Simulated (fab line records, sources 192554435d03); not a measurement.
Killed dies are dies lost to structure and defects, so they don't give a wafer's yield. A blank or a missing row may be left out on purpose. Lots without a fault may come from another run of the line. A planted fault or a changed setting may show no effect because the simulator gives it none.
Chamber matching | flow n5_finfet | N5_BEOL_M12_CMP_49 on cmp-01: 4 sister chambers
The step polishes, stops on SiOC, t overpolish 20.6 s, target thk 320 nm. 18 wafers are shown with their chamber, then 9 later ones without.

WAFERS WITH THEIR CHAMBER
wafer  | chamber | motor_current_A (A) | slurry_flow_ml_min | overpolish_run_s (s)
L075.2 | 0       | 6.3                 | 149.7              | 20.597
L075.5 | 2       | 7.3                 | 149.9              | 20.596
L075.6 | 3       | 5.3                 | 149.2              | 20.603
L077.1 | 0       | 7.1                 | 150.3              | 20.590
L077.4 | 2       | 7.5                 | 150.4              | 20.589
L077.5 | 3       | 5.7                 | 150.2              | 20.609
L078.3 | 0       | 6.9                 | 150.4              | 20.600
L078.4 | 1       | 5.3                 | 150.9              | 20.607
L078.5 | 1       | 5.0                 | 150.5              | 20.585
L080.2 | 1       | 5.3                 | 149.9              | 20.595
L080.5 | 3       | 5.6                 | 149.9              | 20.594
L080.6 | 2       | 7.4                 | 149.6              | 20.595
L085.2 | 2       | 6.9                 | 149.4              | 20.584
L085.3 | 3       | 5.3                 | 149.7              | 20.616
L085.4 | 0       | 7.0                 | 148.9              | 20.596
L088.1 | 2       | 6.9                 | 149.0              | 20.612
L088.2 | 0       | 7.1                 | 149.7              | 20.607
L088.5 | 2       | 7.3                 | 148.5              | 20.585

SIGNATURES (means of the wafers above)
reading            | chamber 0 | chamber 1 | chamber 2 | chamber 3 | scatter within a chamber
motor_current_A    | 6.880     | 5.200     | 7.217     | 5.475     | 0.262
slurry_flow_ml_min | 149.800   | 150.433   | 149.467   | 149.750   | 0.58
overpolish_run_s   | 20.59800  | 20.59567  | 20.59350  | 20.60550  | 0.00922
Rule: a wafer's distance from a chamber is the root of the sum, over the readings, of the square of ((its reading less the chamber's mean) divided by the reading's scatter). The wafer belongs to the nearest chamber; if the next one is less than 2 further off, it can't be placed. The scatter: the root of (the sum of the squares of (reading less its chamber's mean) over the shown wafers, divided by (wafers less chambers)).

WAFERS WITHOUT THEIR CHAMBER
wafer  | motor_current_A (A) | slurry_flow_ml_min | overpolish_run_s (s)
L094.2 | 7.1                 | 150.3              | 20.604
L094.3 | 5.2                 | 150.0              | 20.607
L094.5 | 7.5                 | 149.7              | 20.586
L097.3 | 5.4                 | 150.6              | 20.589
L097.5 | 7.4                 | 150.4              | 20.626
L097.6 | 5.7                 | 150.8              | 20.599
L096.2 | 6.8                 | 150.3              | 20.586
L096.4 | 5.5                 | 150.0              | 20.595
L096.5 | 7.3                 | 149.9              | 20.592

WHICH CHAMBER EACH WENT THROUGH
wafer  | from the rows above     | in truth
L094.2 | can't be placed: 0 or 2 | 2
L094.3 | can't be placed: 3 or 1 | 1
L094.5 | can't be placed: 2 or 0 | 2
L097.3 | can't be placed: 1 or 3 | 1
L097.5 | can't be placed: 0 or 2 | 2
L097.6 | can't be placed: 1 or 3 | 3
L096.2 | can't be placed: 0 or 2 | 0
L096.4 | can't be placed: 3 or 1 | 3
L096.5 | can't be placed: 2 or 0 | 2
Placed correctly: 0 of 9. Can't be placed from these rows: 9 (the true chamber is among the candidates in 9). Placed wrongly: 0.
